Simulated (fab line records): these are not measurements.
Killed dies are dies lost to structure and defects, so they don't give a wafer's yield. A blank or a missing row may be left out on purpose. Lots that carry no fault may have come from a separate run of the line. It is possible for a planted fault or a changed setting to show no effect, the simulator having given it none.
Chamber matching :: flow nand_harc :: NHARC_A_SGD_CUT_CMP_21 on cmp-04: 4 sister chambers
The step polishes, target thk 148.19 nm. 24 wafers are shown with their chamber, then 12 later ones without.

EACH WAFER AND ITS CHAMBER
wafer: L076.1
chamber: 0
motor_current_A (A): 11.5
time_to_endpoint_s (s): 51.5

wafer: L076.4
chamber: 1
motor_current_A (A): 11.7
time_to_endpoint_s (s): 52.2

wafer: L076.6
chamber: 1
motor_current_A (A): 11.3
time_to_endpoint_s (s): 52.1

wafer: L078.1
chamber: 3
motor_current_A (A): 13.6
time_to_endpoint_s (s): 50.9

wafer: L078.2
chamber: 1
motor_current_A (A): 12.1
time_to_endpoint_s (s): 50.2

wafer: L078.3
chamber: 0
motor_current_A (A): 11.3
time_to_endpoint_s (s): 50.0

wafer: L084.3
chamber: 2
motor_current_A (A): 11.7
time_to_endpoint_s (s): 50.3

wafer: L084.5
chamber: 2
motor_current_A (A): 11.8
time_to_endpoint_s (s): 49.3

wafer: L084.6
chamber: 3
motor_current_A (A): 13.3
time_to_endpoint_s (s): 48.8

wafer: L087.1
chamber: 2
motor_current_A (A): 11.5
time_to_endpoint_s (s): 49.8

wafer: L087.2
chamber: 0
motor_current_A (A): 12.2
time_to_endpoint_s (s): 51.2

wafer: L087.4
chamber: 1
motor_current_A (A): 11.0
time_to_endpoint_s (s): 49.6

wafer: L087.3
chamber: 3
motor_current_A (A): 13.0
time_to_endpoint_s (s): 54.5

wafer: L087.5
chamber: 1
motor_current_A (A): 11.8
time_to_endpoint_s (s): 52.9

wafer: L087.6
chamber: 2
motor_current_A (A): 11.2
time_to_endpoint_s (s): 49.0

wafer: L088.1
chamber: 0
motor_current_A (A): 11.3
time_to_endpoint_s (s): 50.6

wafer: L088.3
chamber: 3
motor_current_A (A): 12.7
time_to_endpoint_s (s): 49.8

wafer: L088.4
chamber: 2
motor_current_A (A): 11.7
time_to_endpoint_s (s): 51.4

wafer: L088.2
chamber: 1
motor_current_A (A): 11.6
time_to_endpoint_s (s): 50.5

wafer: L088.5
chamber: 0
motor_current_A (A): 11.7
time_to_endpoint_s (s): 49.4

wafer: L088.6
chamber: 1
motor_current_A (A): 11.8
time_to_endpoint_s (s): 50.5

wafer: L089.3
chamber: 3
motor_current_A (A): 12.4
time_to_endpoint_s (s): 49.6

wafer: L089.4
chamber: 0
motor_current_A (A): 11.9
time_to_endpoint_s (s): 47.0

wafer: L089.5
chamber: 1
motor_current_A (A): 12.0
time_to_endpoint_s (s): 49.0

SIGNATURES, as means of the wafers listed above
reading: motor_current_A
chamber 0: 11.650
chamber 1: 11.662
chamber 2: 11.580
chamber 3: 13.000
scatter within a chamber: 0.366

reading: time_to_endpoint_s
chamber 0: 49.950
chamber 1: 50.875
chamber 2: 49.960
chamber 3: 50.720
scatter within a chamber: 1.59
Rule: a wafer lies at a distance from a chamber equal to the root of the sum of squares, over the readings, of (its reading less the chamber's mean, divided by the reading's scatter). The wafer belongs to the nearest chamber; if the next one is less than 2 further off, it can't be placed. The scatter: take each reading less its chamber's mean, square it, sum over the shown wafers, divide by the number of wafers less the number of chambers, and take the root.

WAFERS MISSING THEIR CHAMBER
wafer: L092.1
motor_current_A (A): 13.1
time_to_endpoint_s (s): 51.7

wafer: L092.4
motor_current_A (A): 11.5
time_to_endpoint_s (s): 49.5

wafer: L092.5
motor_current_A (A): 11.8
time_to_endpoint_s (s): 51.9

wafer: L093.2
motor_current_A (A): 12.0
time_to_endpoint_s (s): 48.9

wafer: L093.4
motor_current_A (A): 12.8
time_to_endpoint_s (s): 50.4

wafer: L093.6
motor_current_A (A): 11.9
time_to_endpoint_s (s): 49.0

wafer: L097.1
motor_current_A (A): 11.7
time_to_endpoint_s (s): 51.7

wafer: L097.4
motor_current_A (A): 11.7
time_to_endpoint_s (s): 50.6

wafer: L097.5
motor_current_A (A): 11.0
time_to_endpoint_s (s): 48.6

wafer: L097.2
motor_current_A (A): 11.3
time_to_endpoint_s (s): 49.7

wafer: L097.3
motor_current_A (A): 13.1
time_to_endpoint_s (s): 51.7

wafer: L097.6
motor_current_A (A): 11.2
time_to_endpoint_s (s): 50.9

WHICH CHAMBER EACH WENT THROUGH
wafer: L092.1
from the rows above: 3
in truth: 3

wafer: L092.4
from the rows above: can't be placed: 2 or 0 or 1
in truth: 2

wafer: L092.5
from the rows above: can't be placed: 1 or 0 or 2
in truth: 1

wafer: L093.2
from the rows above: can't be placed: 0 or 2 or 1 or 3
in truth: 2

wafer: L093.4
from the rows above: 3
in truth: 3

wafer: L093.6
from the rows above: can't be placed: 0 or 2 or 1
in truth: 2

wafer: L097.1
from the rows above: can't be placed: 1 or 0 or 2
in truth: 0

wafer: L097.4
from the rows above: can't be placed: 1 or 0 or 2
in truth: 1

wafer: L097.5
from the rows above: can't be placed: 2 or 0 or 1
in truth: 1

wafer: L097.2
from the rows above: can't be placed: 2 or 0 or 1
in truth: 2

wafer: L097.3
from the rows above: 3
in truth: 3

wafer: L097.6
from the rows above: can't be placed: 2 or 1 or 0
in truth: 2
Correctly placed: 3 of 12. Not placeable from these rows: 9 (in 9, the candidates include the true chamber). 0 placed wrongly.
